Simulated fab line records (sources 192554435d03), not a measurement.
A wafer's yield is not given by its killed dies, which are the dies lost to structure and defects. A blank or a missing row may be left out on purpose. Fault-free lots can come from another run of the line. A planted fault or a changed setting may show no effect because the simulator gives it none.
Which tool did it?	flow n5_finfet	12 lots (36 wafers sampled), 1 step of a 1938-step route

## WHAT EACH GAUGE READ, for each wafer
N5_BEOL_M8_OVL_MEAS_12.
lot	measured	on	M8_OVL (nm)
L076	day 9 21:54	overlay-01	1.0 0.1 0.5
L077	day 10 06:12	overlay-02	0.5 0.9 -0.3
L078	day 11 09:28	overlay-02	1.0 -0.1 1.0
L080	day 11 12:21	overlay-01	-0.5 0.8 0.3
L083	day 11 19:20	overlay-01	0.7 0.1 0.7
L085	day 12 00:41	overlay-01	0.7 0.3 -0.9
L087	day 12 18:31	overlay-01	-0.8 0.3 0.9
L089	day 13 10:32	overlay-02	-0.6 0.5 -0.2
L091	day 13 17:52	overlay-02	1.2 0.9 0.1
L095	day 14 14:49	overlay-01	-1.0 1.0 -0.6
L094	day 15 03:05	overlay-01	1.0 0.3 1.0
L097	day 15 11:42	overlay-02	-0.9 0.7 -0.8

## WHAT TOOL EACH LOT RAN ON (gives the tool, then ch and the chambers of the sampled wafers, and finally the start)
The record shows no process step preceding these readings.

## THE ANSWER, worked out from the rows above alone
Rule: the lots themselves supply what counts as usual. The widest of any qualifying gaps counts: lots, ordered by their means at a reading, are off when they make up no more than a third of the lots, leave a main group of 4 or more, and stand apart from it by 3 or more times the standard deviation of that group's means. The tables above print the reading to a certain number of digits; a main group whose means all agree to those digits is not used. Also off: a lot with no number at a reading for which 4 or more lots have one. All remaining lots with rows at the step are treated as sound.
No lot is off at any reading shown: from this, nothing can be told.

## WHAT THE SIMULATOR PUT IN
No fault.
